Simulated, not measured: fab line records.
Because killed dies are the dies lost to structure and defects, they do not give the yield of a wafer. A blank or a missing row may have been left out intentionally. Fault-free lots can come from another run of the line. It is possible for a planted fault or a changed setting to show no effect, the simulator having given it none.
A struck lot beside a sound one | flow nandHarc | 19 steps out of a route of 1302
Sound: the wafers L575.3, L575.4, L575.6. The struck wafers were L586.3, L586.4, L586.5. Last of all comes the cause.
Per side, at each step with rows, come the tool, then ch with its chambers, and then its first start. Under that, the readings that differ: sound wafers | struck wafers | difference of the means | sigmas: that difference in standard deviations of wafers without a fault.
alike: readings whose means differ by less than 2 such deviations, and words and numbers that are the same on both sides. not compared: withheld readings, readings that some wafer has no value for, bounds like >300 that may hide the same value, and numbers for which the record gives no deviation and whose values overlap.
A row with sigmas, a row that says differs or no value, or rows on one side alone: a step with any of these is where the two part. Non-overlapping numbers with no deviation appear without sigmas and do not part them. A reading that every wafer of one side lacks parts them only if that side has two wafers or more.

NHARC_A_BLC_CD_MEAS_10: the cd target is 100 nm.
  sound on cdSem-02 ch 0, day 22 18:28; struck on cdSem-02 ch 0, day 27 12:37
  alike: cdNm
NHARC_A_BLC_OVL_MEAS_11:
  struck on overlay-02, day 27 12:43; sound on overlay-02, day 22 18:32
reading         | sound          | struck      | difference | sigmas
overlayXNm (nm) | -0.9 -1.3 -1.1 | 0.7 0.9 0.7 | +1.9       | +2
  alike: overlayYNm
NHARC_A_BLC_INSPECT_12:
  struck on defectInspect-01, day 27 12:45; sound on defectInspect-01, day 22 18:35
  alike: rawDefectCount
NHARC_A_BLC_DESCUM_15: chemistry O2, time 3 s.
  sound on rieDiel-05 ch 0,2,3, day 22 18:38; struck on rieDiel-05 ch 0,1, day 27 12:49
  alike: drypumpMotorCurrentA, mfcArSccm, oesProductAu, rfVppV, showerheadPlenumPTorr, throttleValvePct
  not compared: rfHoursCounterH
NHARC_A_BLC_ETCH_16: etches the open film in CF4, target depth 39 nm, time 65 s.
  sound on rieDiel-05 ch 0,2, day 22 18:44; struck on rieDiel-05 ch 0,2,3, day 27 12:54
  alike: drypumpMotorCurrentA, mfcArSccm, oesProductAu, rfVppV, showerheadPlenumPTorr, throttleValvePct
  not compared: rfHoursCounterH
then, 1 step without rows for these wafers: NHARC_A_BLC_ETCH_17 (etches the open film in N2/H2, target depth 390 nm, time 609.38 s).
NHARC_A_BLC_ETCH_18: etches the open film in C4F8/O2/Ar, target depth 910 nm.
  sound on rieDiel-05 ch 2,3; struck on rieDiel-05 ch 0,1,2
  alike: oesProductAu, rfVppV
  not compared: rfHoursCounterH
NHARC_A_BLC_CD_MEAS_19:
  struck on cdSem-01, day 27 13:47; sound on cdSem-01, day 22 19:37
  alike: cdNm
then, 3 steps without rows for these wafers: NHARC_A_BLC_STRIP_29 (strips in CF4); NHARC_A_BLC_STRIP_21 (strips in O2); NHARC_A_BLC_STRIP_22 (strips in post etch residue remover, time 600 s).
NHARC_A_BLC_DEGAS_30: time 60 s.
  struck on pvdSputter-01, day 27 14:23; sound on pvdSputter-02, day 22 20:13
  alike: heaterPowerW
NHARC_A_BLC_PRE_CLEAN_31: time 15 s.
  struck on pvdSputter-01, day 27 14:27; sound on pvdSputter-02, day 22 20:17
NHARC_A_BLC_PVD_32: deposits Ti, target thk 5 nm, time 17.7 s.
  sound on pvdSputter-02; struck on pvdSputter-01
  alike: throttleValvePct
then, 4 steps without rows for these wafers: NHARC_A_BLC_ALD_23 (deposits TiN, target thk 3 nm, pulse time 1 s, ald cycles 150); NHARC_A_BLC_CVD_24 (deposits W, target thk 150 nm, time 434 s); NHARC_A_BLC_CMP_25 (polishes, t overpolish 30 s, target thk 150 nm); NHARC_A_BLC_SRD_27.
-- break in the record here, with 2 days between the starts of the struck wafers on either side (left off in module A_BLC, picked up again in module END, where the first step shown is number 1302 on the route) --
NHARC_END_SORT_01:
  the record has rows for the struck wafers here (prober-01 ch 0, day 29 16:50) and none for the sound ones

WHERE THEY PART
Earliest at NHARC_A_BLC_OVL_MEAS_11; latest, in this record, at NHARC_END_SORT_01.

WHY: the cause the simulator had injected
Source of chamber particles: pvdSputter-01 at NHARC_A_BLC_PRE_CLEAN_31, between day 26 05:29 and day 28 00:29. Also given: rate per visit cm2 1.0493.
